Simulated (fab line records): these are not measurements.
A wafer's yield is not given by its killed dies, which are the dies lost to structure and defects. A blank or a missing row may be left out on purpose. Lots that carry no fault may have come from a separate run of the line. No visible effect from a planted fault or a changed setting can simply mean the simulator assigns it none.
Chamber matching -- flow n5Finfet -- 4 sister chambers for N5_BEOL_M0_SAQP_MANDREL_ETCH_103 on rieSi-01
The step etches a-Si in HBr/Cl2, stops on SiCN, target depth 45 nm, bt time 10 s, time 27 s. 20 wafers are shown with their chamber, then 10 later ones without.

WAFERS PAIRED WITH THEIR CHAMBERS
wafer,chamber,drypumpMotorCurrentA (A),throttleValvePct (%),oesProductAu (a.u.)
L076.1,0,5.53,35.6,0.689
L076.2,3,5.53,35.3,0.674
L076.6,1,4.84,36.1,0.674
L079.1,1,4.86,36.1,0.673
L079.3,3,5.53,35.3,0.682
L079.6,2,5.33,36.4,0.706
L080.1,0,5.54,35.6,0.680
L080.2,2,5.34,36.4,0.694
L080.6,3,5.53,35.3,0.689
L082.2,0,5.57,35.6,0.698
L082.4,0,5.55,35.6,0.683
L082.5,2,5.36,36.4,0.695
L084.1,0,5.55,35.6,0.707
L084.2,3,5.51,36.0,0.677
L084.3,1,4.87,36.1,0.678
L084.4,2,5.36,36.4,0.694
L084.5,2,5.32,36.4,0.682
L084.6,3,5.51,36.0,0.678
L089.1,1,4.85,36.1,0.667
L089.2,3,5.53,36.0,0.695

SIGNATURES (averages over the wafers above)
reading,chamber 0,chamber 1,chamber 2,chamber 3,scatter within a chamber
drypumpMotorCurrentA,5.5480,4.8550,5.3420,5.5233,0.0141
throttleValvePct,35.600,36.100,36.400,35.650,0.214
oesProductAu,0.69140,0.67300,0.69420,0.68250,0.00853
Rule: a wafer lies at a distance from a chamber equal to the root of the sum of squares, over the readings, of (its reading less the chamber's mean, divided by the reading's scatter). The wafer belongs to the nearest chamber; if the next one is less than 2 further off, it can't be placed. How the scatter is found: for the shown wafers, subtract from each reading the mean of its chamber, square and add these, divide the total by (wafers less chambers), then take the root.

WAFERS WITH NO CHAMBER GIVEN
wafer,drypumpMotorCurrentA (A),throttleValvePct (%),oesProductAu (a.u.)
L089.6,4.85,36.1,0.672
L090.1,5.53,36.0,0.683
L090.2,5.34,36.4,0.668
L090.4,4.84,36.1,0.681
L092.1,5.37,36.4,0.687
L092.3,4.85,36.1,0.679
L092.4,5.51,36.0,0.682
L095.4,5.34,36.4,0.704
L095.5,5.54,36.0,0.705
L095.6,5.53,35.6,0.700

WHICH CHAMBER EACH WENT THROUGH
wafer,from the rows above,in truth
L089.6,1,1
L090.1,can't be placed: 3 or 0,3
L090.2,2,2
L090.4,1,1
L092.1,2,2
L092.3,1,1
L092.4,can't be placed: 3 or 0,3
L095.4,2,2
L095.5,can't be placed: 0 or 3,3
L095.6,can't be placed: 0 or 3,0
Correct placement for 6 of the 10. Cannot be placed on the basis of these rows: 4; the candidates contain the true chamber in 4. 0 placed wrongly.
